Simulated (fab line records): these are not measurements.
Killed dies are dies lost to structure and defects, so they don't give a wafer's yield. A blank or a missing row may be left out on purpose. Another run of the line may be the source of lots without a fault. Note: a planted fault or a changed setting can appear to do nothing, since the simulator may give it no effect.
fab line records ; flow nand-harc
record: lots: 11; wafers: 33; last-day: 24
route steps=1159 shown A_BONDPAD@1076 THIN_TSV@1153 END@1159
lots untouched by any fault: they come from a run of this same line in which no faults occurred
start-h: hours from the record's first day to the start of the lot's first wafer shown ; wait-h: hours elapsed since this lot's preceding step ; " repeats the value in the row above ; L1.1+2: several wafers, shown together as one row ; - either no value or no given start ; * or withheld: withheld ; < > ~ a bound
route shown NAME@n: a module of which the file shows steps, and the number in the route of the first ; usual: mean/standard deviation of fault-free wafers ; same: alike in all rows ; chamber/n: place in a boat ; sites: each site's reading ; _std_site: standard deviation of those values ; _edge_site: outer sites' mean less inner sites' ; radius-mm: for every site, how far away it sits from the centre of the wafer ; mask NAME#n: copy n ; behind: the most recent tool/chamber to have shaped the wafer ; hold: what put the lot on hold/how long, in hours/how the hold closed ; device: the transistor (n, p or np) that didn't switch ; end of line: tests run on the same wafers once the route is complete ; step lacking rows: just its recipe ; killed: the dies lost at the first sort to structure and to defects; this is not the yield of the wafer ; map: shows each die of a wafer: x if killed, . if not, _ if none is there
set.NAME: the run value of the setting; set.NAME@STEP: its run value at that earlier step ; model.NAME: the simulator's own value behind a step, which no gauge read
steps of the route over a sample of lots; a table a step, a row a wafer
services: a tool's chamber out of use, with start hour (start-h, from the record's first day; less than 0 if before it), hours out, and reason
== steps ==
step: NHARC_A_BONDPAD_ETCH_34
recipe: target-depth-a: 600; overetch-a: 180; time-s: 65.91; ion-energy-ev: 200; n2-flow-sccm: 150; h2-flow-sccm: 150; ar-flow-sccm: 0; rf-w: 400; bias-w: 150; chemistry: N2/H2
usual: drypump-motor-current-A: 5.7/0.38; h2-flow-sccm: 150.0/0.47; oes-product-au: 1.000/0.0088; rf-vpp-V: 430.1/2.7; showerhead-plenum-p-Torr: 2.03/0.093; throttle-valve-pct: 14.171/0.0091
lot.wafer;tool;chamber;start-h;wait-h;drypump-motor-current-A;h2-flow-sccm;oes-product-au;rf-hours-counter-h;rf-vpp-V;showerhead-plenum-p-Torr;throttle-valve-pct
L878.3;rie-diel-01;0;414.29;0.1;5.7;150.5;1.008;20;433.5;2.21;14.178
L878.1;rie-diel-01;1;414.29;0.1;6.1;150.4;0.987;18;426.3;1.93;14.180
L878.5;rie-diel-01;0;414.29;0.1;5.7;150.3;1.005;-;435.1;2.21;14.167
L879.2;rie-diel-05;1;423.88;0.1;5.7;148.5;1.009;3;427.4;1.96;14.181
L879.3;rie-diel-05;2;423.88;0.1;6.0;150.7;0.988;3;432.1;2.12;14.161
L879.5;rie-diel-05;0;423.88;0.1;5.1;149.5;1.005;-;430.8;1.98;14.166
L881.2;rie-diel-05;1;432.16;0.1;5.7;150.0;1.010;3;428.9;1.96;14.196
L881.6;rie-diel-05;1;432.16;0.1;5.7;149.6;1.017;-;429.3;1.96;14.185
L881.5;rie-diel-05;2;432.16;0.1;5.9;149.0;1.009;-;432.8;2.12;14.192
L882.3;rie-diel-01;3;442.47;0.1;6.2;150.3;0.998;27;429.6;2.00;14.171
L882.4;rie-diel-01;1;442.47;0.1;6.1;150.9;0.993;24;427.0;1.92;14.167
L882.5;rie-diel-01;2;442.47;0.1;5.6;150.0;0.995;-;429.1;1.99;14.174
L887.4;rie-diel-05;0;463.05;0.1;5.1;150.3;1.002;4;429.2;1.98;14.155
L887.2;rie-diel-05;1;463.05;0.1;5.7;149.0;1.009;3;428.4;1.96;14.170
L887.5;rie-diel-05;0;463.05;0.1;5.1;150.6;1.005;-;430.1;1.98;14.175
L894.1;rie-diel-09;1;523.95;0.1;5.0;150.3;0.986;33;425.8;1.88;14.183
L894.2;rie-diel-09;2;523.95;0.1;5.6;150.0;0.993;32;430.6;2.07;14.170
L894.5;rie-diel-09;0;523.95;0.1;6.4;149.5;1.006;-;432.5;2.06;14.165
L896.4;rie-diel-05;2;533.68;0.2;5.9;150.7;1.008;0;431.5;2.12;14.176
L896.2;rie-diel-05;1;533.68;0.2;5.7;150.0;1.003;0;428.7;1.96;14.172
L896.5;rie-diel-05;3;533.68;0.2;5.3;149.9;1.010;-;435.0;2.16;14.175
L898.2;rie-diel-01;1;537.32;0.1;6.0;150.0;0.969;8;427.3;1.92;14.179
L898.6;rie-diel-01;2;537.32;0.1;5.6;149.2;0.998;-;428.9;1.98;14.161
L898.5;rie-diel-01;3;537.32;0.1;6.2;150.0;1.004;-;429.0;2.00;14.168
L897.3;rie-diel-05;1;543.87;0.1;5.8;149.5;1.015;1;427.3;1.96;14.157
L897.4;rie-diel-05;1;543.87;0.1;5.7;149.8;0.997;-;427.6;1.96;14.171
L897.5;rie-diel-05;3;543.87;0.1;5.3;150.4;1.012;-;433.6;2.16;14.186
L899.3;rie-diel-05;0;547.79;0.1;5.1;150.0;1.008;1;429.2;1.98;14.167
L899.1;rie-diel-05;1;547.79;0.1;5.7;150.2;1.002;1;428.8;1.96;14.155
L899.5;rie-diel-05;1;547.79;0.1;5.7;149.4;1.011;-;427.7;1.96;14.180
L900.2;rie-diel-01;3;548.29;0.1;6.2;149.7;1.004;11;429.5;2.00;14.148
L900.1;rie-diel-01;1;548.29;0.1;6.0;150.1;0.983;11;427.6;1.92;14.172
L900.5;rie-diel-01;3;548.29;0.1;6.2;149.6;0.998;-;429.4;2.00;14.167
step: NHARC_A_BONDPAD_ETCH_12
recipe: target-depth-a: 2200; time-s: 110; chf3-flow-sccm: 50; o2-flow-sccm: 10; ar-flow-sccm: 200; rf-w: 500; bias-w: 200; chemistry: CHF3/O2
usual: drypump-motor-current-A: 5.7/0.38; oes-product-au: 0.940/0.023; rf-vpp-V: 370.4/2.4; showerhead-plenum-p-Torr: 2.40/0.11; throttle-valve-pct: 20.572/0.0087
lot.wafer;tool;chamber;start-h;wait-h;drypump-motor-current-A;oes-product-au;rf-hours-counter-h;rf-vpp-V;showerhead-plenum-p-Torr;throttle-valve-pct
L878.3;rie-diel-01;0;414.39;-;5.7;0.931;20;374.6;2.59;20.572
L878.1;rie-diel-01;1;414.39;-;6.0;0.913;18;368.0;2.28;20.579
L878.5;rie-diel-01;3;414.39;-;6.2;0.932;-;369.8;2.36;20.568
L879.2;rie-diel-05;0;423.98;-;5.1;0.927;3;370.0;2.34;20.573
L879.3;rie-diel-05;1;423.98;-;5.7;0.923;3;368.8;2.31;20.582
L879.5;rie-diel-05;2;423.98;-;5.9;0.920;-;373.2;2.49;20.565
L881.2;rie-diel-05;2;432.25;-;5.9;0.962;4;373.3;2.49;20.573
L881.6;rie-diel-05;2;432.25;-;5.9;0.955;-;372.0;2.49;20.572
L881.5;rie-diel-05;3;432.25;-;5.3;0.987;-;373.9;2.53;20.576
L882.4;rie-diel-01;2;442.55;-;5.6;0.922;19;368.8;2.34;20.577
L882.3;rie-diel-01;0;442.55;-;5.7;0.921;25;373.7;2.59;20.585
L882.5;rie-diel-01;2;442.55;-;5.6;0.917;-;368.5;2.34;20.565
L887.2;rie-diel-05;3;463.15;-;5.3;0.968;4;373.0;2.53;20.577
L887.4;rie-diel-05;1;463.15;-;5.7;0.985;4;369.5;2.31;20.572
L887.5;rie-diel-05;2;463.15;-;6.0;0.968;-;372.5;2.49;20.568
L894.2;rie-diel-09;0;524.23;-;6.3;0.933;36;371.4;2.42;20.567
L894.1;rie-diel-09;1;524.23;-;5.0;0.929;33;366.4;2.22;20.569
L894.5;rie-diel-09;1;524.23;-;5.0;0.924;-;367.2;2.23;20.577
L896.4;rie-diel-05;0;533.81;-;5.1;0.949;0;369.0;2.34;20.591
L896.2;rie-diel-05;1;533.81;-;5.7;0.970;0;368.8;2.31;20.575
L896.5;rie-diel-05;3;533.81;-;5.3;0.958;-;371.8;2.53;20.557
L898.2;rie-diel-01;1;537.39;-;6.1;0.914;8;367.5;2.27;20.574
L898.6;rie-diel-01;1;537.39;-;6.0;0.911;-;368.6;2.27;20.561
L898.5;rie-diel-01;2;537.39;-;5.6;0.922;-;367.1;2.34;20.560
L897.3;rie-diel-05;1;543.99;-;5.7;0.964;1;370.2;2.31;20.568
L897.4;rie-diel-05;0;543.99;-;5.1;0.971;-;369.8;2.34;20.568
L897.5;rie-diel-05;1;543.99;-;5.7;0.958;-;368.4;2.31;20.573
L899.1;rie-diel-05;3;547.89;-;5.3;0.965;1;372.2;2.53;20.566
L899.3;rie-diel-05;1;547.89;-;5.7;0.963;1;369.3;2.31;20.568
L899.5;rie-diel-05;1;547.89;-;5.7;0.959;-;367.5;2.31;20.573
L900.1;rie-diel-01;1;548.39;-;6.1;0.902;11;367.0;2.27;20.571
L900.2;rie-diel-01;2;548.39;-;5.6;0.913;10;368.6;2.34;20.576
L900.5;rie-diel-01;0;548.39;-;5.7;0.908;-;374.2;2.58;20.573
step: NHARC_A_BONDPAD_PVD_27
recipe: target-thk-a: 300; chamber-pressure-pa: 5; power-w: 5000; substrate-temp-c: 30; time-s: 20.49; material: Cu
usual: throttle-valve-pct: 30.1/1.5
lot.wafer;tool;chamber;start-h;wait-h;throttle-valve-pct
L878.3;pvd-sputter-03;-;-;-;30.9
L878.1;pvd-sputter-03;-;-;-;31.8
L878.5;pvd-sputter-03;-;-;-;30.7
L879.3;pvd-sputter-02;-;-;-;26.7
L879.2;pvd-sputter-02;-;-;-;31.0
L879.5;pvd-sputter-02;-;-;-;30.1
L881.2;pvd-sputter-02;-;-;-;31.1
L881.5;pvd-sputter-02;-;-;-;29.9
L881.6;pvd-sputter-02;-;-;-;30.3
L882.3;pvd-sputter-01;-;-;-;31.8
L882.4;pvd-sputter-01;-;-;-;32.7
L882.5;pvd-sputter-01;-;-;-;31.3
L887.4;pvd-sputter-01;-;-;-;30.6
L887.2;pvd-sputter-01;-;-;-;31.5
L887.5;pvd-sputter-01;-;-;-;32.6
L894.1;pvd-sputter-02;-;-;-;29.9
L894.2;pvd-sputter-02;-;-;-;31.5
L894.5;pvd-sputter-02;-;-;-;30.1
L896.4;pvd-sputter-03;-;-;-;30.2
L896.2;pvd-sputter-03;-;-;-;30.6
L896.5;pvd-sputter-03;-;-;-;30.5
L898.2;pvd-sputter-02;-;-;-;26.4
L898.5;pvd-sputter-02;-;-;-;30.1
L898.6;pvd-sputter-02;-;-;-;30.1
L897.3;pvd-sputter-03;-;-;-;31.2
L897.4;pvd-sputter-03;-;-;-;30.6
L897.5;pvd-sputter-03;-;-;-;29.4
L899.1;pvd-sputter-03;-;-;-;29.1
L899.3;pvd-sputter-03;-;-;-;30.5
L899.5;pvd-sputter-03;-;-;-;30.3
L900.2;pvd-sputter-01;-;-;-;29.6
L900.1;pvd-sputter-01;-;-;-;30.6
L900.5;pvd-sputter-01;-;-;-;33.3
step: NHARC_THIN_TSV_STRIP_56
recipe: power-w: 1500; temp-c: 250; chemistry: O2
usual: drypump-motor-current-A: 5.96/0.24; heater-power-w: 350/26
lot.wafer;tool;chamber;start-h;wait-h;drypump-motor-current-A;heater-power-w;rf-hours-counter-h
L878.1;plasma-asher-01;0;438.84;0.1;5.84;356;54
L878.3;plasma-asher-01;0;438.84;0.1;5.86;341;-
L878.5;plasma-asher-01;1;438.84;0.1;6.30;332;-
L879.2;plasma-asher-02;0;445.61;0.1;6.10;394;26
L879.3;plasma-asher-02;0;445.61;0.1;6.10;378;-
L879.5;plasma-asher-02;0;445.61;0.1;6.11;379;-
L881.2;plasma-asher-02;0;456.05;0.1;6.12;382;31
L881.6;plasma-asher-02;1;456.05;0.1;5.65;331;-
L881.5;plasma-asher-02;0;456.05;0.1;6.13;376;-
L882.3;plasma-asher-02;1;464.11;0.2;5.63;328;-
L882.4;plasma-asher-02;0;464.11;0.2;6.11;384;-
L882.5;plasma-asher-02;1;464.11;0.2;5.66;336;-
L887.2;plasma-asher-02;1;486.08;0.3;5.64;333;40
L887.4;plasma-asher-02;1;486.08;0.3;5.63;339;-
L887.5;plasma-asher-02;1;486.08;0.3;5.64;334;-
L894.1;plasma-asher-01;1;549.82;0.1;6.28;334;35
L894.2;plasma-asher-01;0;549.82;0.1;5.89;334;35
L894.5;plasma-asher-01;1;549.82;0.1;6.28;348;-
L896.2;plasma-asher-01;1;555.91;0.2;6.25;342;36
L896.4;plasma-asher-01;0;555.91;0.2;5.89;336;-
L896.5;plasma-asher-01;1;555.91;0.2;6.29;355;-
L898.2;plasma-asher-02;1;556.57;0.1;5.67;324;4
L898.5;plasma-asher-02;0;556.57;0.1;6.12;390;-
L898.6;plasma-asher-02;1;556.57;0.1;5.71;324;-
L897.3;plasma-asher-02;1;565.86;0.2;5.67;317;-
L897.4;plasma-asher-02;0;565.86;0.2;6.13;393;-
L897.5;plasma-asher-02;0;565.86;0.2;6.10;391;-
L900.1;plasma-asher-02;0;570.62;0.1;6.12;398;8
L900.2;plasma-asher-02;1;570.62;0.1;5.67;324;8
L900.5;plasma-asher-02;1;570.62;0.1;5.64;318;-
L899.1;plasma-asher-02;0;571.87;0.1;6.11;383;8
L899.3;plasma-asher-02;1;571.87;0.1;5.65;317;-
L899.5;plasma-asher-02;0;571.87;0.1;6.10;389;-
step: NHARC_END_SORT_01
recipe: temp-c: 25
usual: defect-limited-yield: 95.8/1.4; killed-at-array: 24/8.8; killed-at-other: 0.7/0.99; killed-at-periphery: 3.5/2.6; killed-dies: 28/9.3; killed-open: 3.2/1.7; killed-short: 1.7/1.4; sort_bin_2_pct: 1.3/0.6; sort_bin_3_pct: 0.24/0.2; sort_bin_4_pct: 2.6/0.88; sort-n-pass: 649/9.3; sort-rim-yield-pct: 94/3.2; sort-yield-pct: 95.8/1.4
same: gross-dies: 677; sort_bin_5_pct[%]: 0; sort_bin_6_pct[%]: 0; sort_bin_7_pct[%]: 0; sort_bin_8_pct[%]: 0; sort-rim-n-gross: 106.00
lot.wafer;tool;chamber;start-h;wait-h;defect-limited-yield[%];killed-at-array;killed-at-other;killed-at-periphery;killed-dies;killed-open;killed-short;sort_bin_2_pct[%];sort_bin_3_pct[%];sort_bin_4_pct[%];sort-n-pass;sort-rim-yield-pct[%];sort-yield-pct[%]
L882.3;prober-01;0;473.87;3.1;97.9;12;2;0;14;5;0;0.4;0.15;1.5;663;97;97.9
L882.4;prober-01;0;474.67;3.4;97.6;13;2;1;16;5;2;0.7;0;1.6;661;98;97.6
L882.5;prober-01;0;475.46;3.7;97.8;11;1;3;15;5;0;0.4;0.15;1.6;662;94;97.8
L887.2;prober-02;0;495.21;2.9;96.5;17;0;7;24;1;2;1.2;0.30;2.1;653;97;96.5
L887.4;prober-02;0;496.81;3.4;90.1;60;2;5;67;2;1;4.7;1.33;3.8;610;77;90.1
L887.5;prober-02;0;497.61;3.7;96.2;24;0;2;26;5;4;0.7;0.44;2.7;651;95;96.2
L894.1;prober-02;0;562.26;2.5;93.2;41;2;3;46;2;4;1.8;1.03;4.0;631;89;93.2
L894.2;prober-02;0;563.05;2.8;93.2;43;2;1;46;5;0;2.7;0.15;4.0;631;87;93.2
L894.5;prober-02;0;565.44;3.7;94.8;31;1;3;35;8;4;2.2;0.44;2.5;642;91;94.8
L896.2;prober-01;0;566.36;2.8;95.0;30;0;4;34;5;1;1.9;0;3.1;643;93;95.0
L896.4;prober-01;0;567.96;3.4;94.7;33;0;3;36;5;2;1.0;0.74;3.5;641;91;94.7
L896.5;prober-01;0;568.76;3.7;95.0;32;0;2;34;3;2;2.1;0.30;2.7;643;94;95.0
L899.1;prober-01;0;581.81;2.5;98.1;11;0;2;13;0;0;0.1;0;1.8;664;96;98.1
L899.3;prober-01;0;583.41;3.1;97.9;11;1;2;14;4;0;0.6;0;1.5;663;96;97.9
L899.5;prober-01;0;585.01;3.7;97.0;18;1;1;20;4;4;0.9;0.30;1.8;657;94;97.0
killed by level:class
L882.3 A_CHANNEL_HOLE_D1:chamber-film-flake=4 A_CONTACT:chamber-film-flake=3 A_CONTACT:geometric-particle:open=2 THIN_TSV:chamber-film-flake=2 A_CHANNEL_HOLE_D1:geometric-particle:open=1 A_CHANNEL_FILL_D1:geometric-particle:open=1 A_BLC:geometric-particle:open=1
L882.4 A_CHANNEL_HOLE_D1:chamber-film-flake=3 A_CONTACT:geometric-particle:open=2 A_M0:geometric-particle:open=2 A_CONTACT:chamber-film-flake=2 THIN_TSV:chamber-film-flake=2 A_CHANNEL_FILL_D1:geometric-particle:open=1 A_CONTACT:geometric-particle:short=1 A_M0:geometric-particle:short=1
L882.5 A_CHANNEL_HOLE_D1:chamber-film-flake=5 A_CONTACT:geometric-particle:open=3 P_CONTACT:geometric-particle:open=1 A_WL_FILL:geometric-particle:open=1 P_ZERO_WELL:chamber-film-flake=1 P_GATE:chamber-film-flake=1 A_WL_FILL:chamber-film-flake=1 A_CONTACT:chamber-film-flake=1
L887.2 A_CHANNEL_HOLE_D1:chamber-film-flake=13 P_M0:chamber-film-flake=3 P_GATE:geometric-particle:open=1 P_M1:geometric-particle:short=1 A_ONON_D1:geometric-particle:short=1 P_GATE:chamber-film-flake=1 P_M2:chamber-film-flake=1 A_SGD_CUT:chamber-film-flake=1
L887.4 A_BONDPAD:unspecified=38 A_CHANNEL_HOLE_D1:chamber-film-flake=13 A_SGD_CUT:chamber-film-flake=4 P_ZERO_WELL:chamber-film-flake=2 P_M1:geometric-particle:open=1 A_WL_FILL:geometric-particle:short=1 STARTING-WAFER:geometric-particle:open=1 P_STI:chamber-film-flake=1
L887.5 A_CHANNEL_HOLE_D1:chamber-film-flake=10 A_STAIRCASE:geometric-particle:open=2 A_ZERO_WELL:chamber-film-flake=2 A_SGD_CUT:chamber-film-flake=2 A_CONTACT:chamber-film-flake=2 P_CONTACT:geometric-particle:short=1 A_SOURCE_PLATE:geometric-particle:short=1 A_SOURCE_PLATE:geometric-particle:open=1
L894.1 A_CHANNEL_HOLE_D1:chamber-film-flake=17 A_SLIT:chamber-film-flake=17 P_CONTACT:chamber-film-flake=2 THIN_TSV:chamber-film-flake=2 P_GATE:geometric-particle:short=1 A_ONON_D1:geometric-particle:short=1 A_WL_FILL:geometric-particle:open=1 A_CONTACT:geometric-particle:short=1
L894.2 A_CHANNEL_HOLE_D1:chamber-film-flake=18 A_SLIT:chamber-film-flake=14 A_SGD_CUT:geometric-particle:open=2 A_CHANNEL_FILL_D1:chamber-film-flake=2 A_CONTACT:chamber-film-flake=2 A_M0:chamber-film-flake=2 THIN_TSV:chamber-film-flake=2 P_CONTACT:geometric-particle:open=1
L894.5 A_CHANNEL_HOLE_D1:chamber-film-flake=12 A_SLIT:chamber-film-flake=6 A_CONTACT:geometric-particle:open=2 A_CONTACT:chamber-film-flake=2 P_CONTACT:geometric-particle:short=1 P_CONTACT:geometric-particle:open=1 A_SOURCE_PLATE:geometric-particle:short=1 A_ONON_D1:geometric-particle:short=1
L896.2 A_CHANNEL_HOLE_D1:chamber-film-flake=22 P_CONTACT:geometric-particle:open=2 A_CONTACT:geometric-particle:open=2 P_M0:geometric-particle:short=1 A_M0:geometric-particle:open=1 P_ZERO_WELL:chamber-film-flake=1 A_ZERO_WELL:chamber-film-flake=1 A_STAIRCASE:chamber-film-flake=1
L896.4 A_CHANNEL_HOLE_D1:chamber-film-flake=22 A_CHANNEL_FILL_D1:geometric-particle:open=2 P_ZERO_WELL:chamber-film-flake=2 A_STAIRCASE:chamber-film-flake=2 P_CONTACT:geometric-particle:short=1 A_SGD_CUT:geometric-particle:open=1 A_CONTACT:geometric-particle:open=1 A_CONTACT:geometric-particle:short=1
L896.5 A_CHANNEL_HOLE_D1:chamber-film-flake=18 A_CONTACT:chamber-film-flake=7 P_ZERO_WELL:chamber-film-flake=2 A_STAIRCASE:chamber-film-flake=2 A_ONON_D1:geometric-particle:short=1 A_ONON_D1:geometric-particle:open=1 A_CHANNEL_HOLE_D1:geometric-particle:open=1 A_WL_FILL:geometric-particle:short=1
L899.1 A_CONTACT:chamber-film-flake=7 A_CHANNEL_HOLE_D1:chamber-film-flake=3 P_ZERO_WELL:chamber-film-flake=2 A_STAIRCASE:chamber-film-flake=1
L899.3 A_CHANNEL_HOLE_D1:chamber-film-flake=4 A_CONTACT:chamber-film-flake=3 P_GATE:geometric-particle:open=1 A_ONON_D1:geometric-particle:open=1 A_CHANNEL_FILL_D1:geometric-particle:open=1 STARTING-WAFER:geometric-particle:open=1 P_ZERO_WELL:chamber-film-flake=1 A_STAIRCASE:chamber-film-flake=1
L899.5 A_CHANNEL_HOLE_D1:chamber-film-flake=5 A_CONTACT:chamber-film-flake=4 A_STAIRCASE:chamber-film-flake=3 A_CONTACT:geometric-particle:short=2 P_M0:geometric-particle:open=1 A_WL_FILL:geometric-particle:short=1 A_CONTACT:geometric-particle:open=1 A_BLC:geometric-particle:open=1
== services ==
tool;chamber;start-h;hours;kind
pvd-sputter-02;-;392.00;10.0;pm
plasma-asher-01;-;396.06;0.7;repair
rie-diel-05;0;398.62;-;clean
rie-diel-01;0;424.13;5.2;repair
pvd-sputter-03;-;431.98;2.8;repair
pvd-sputter-01;-;432.26;2.1;repair
rie-diel-09;-;432.52;9.0;pm
rie-diel-05;-;434.99;21.5;repair
pvd-sputter-01;-;453.29;1.1;repair
plasma-asher-01;-;453.58;9.0;pm
pvd-sputter-03;-;458.00;10.0;pm
rie-diel-01;-;465.79;1.9;repair
pvd-sputter-03;-;489.02;4.4;repair
rie-diel-01;-;491.84;9.0;pm
pvd-sputter-01;-;507.57;6.3;repair
pvd-sputter-01;-;514.07;10.0;pm
rie-diel-09;3;514.81;12.1;repair
rie-diel-01;-;515.86;0.1;repair
rie-diel-05;-;517.60;9.0;pm
plasma-asher-02;-;537.00;9.0;pm
pvd-sputter-01;-;539.15;4.2;repair
rie-diel-05;-;541.73;1.1;repair
rie-diel-05;2;543.55;8.0;repair
pvd-sputter-02;-;570.00;10.0;pm
== key ==
first-sign: step: NHARC_END_SORT_01; reading: defect-limited-yield; direction: down; sigmas: 4.2; usual: 95.8; struck: 90.1
effect: step: NHARC_END_SORT_01; reading: killed-dies; direction: up; sigmas: 4.2; usual: 28; struck: 67
more-kills-born-at: NHARC_A_BONDPAD_ETCH_12@rie-diel-05: 38
met-at NHARC_A_BONDPAD_ETCH_12
struck-lots L887
struck-wafers L887.4
not-acting-at NHARC_A_BONDPAD_ETCH_34,NHARC_A_BONDPAD_PVD_27,NHARC_THIN_TSV_STRIP_56
onset-between 423.98 463.15
fault: kind: chamber-particle-source; tool: rie-diel-05; chamber: 1; onset-h: 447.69; steps: NHARC_A_BONDPAD_ETCH_12; rate-per-visit-cm2: 0.53869; end-h: 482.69
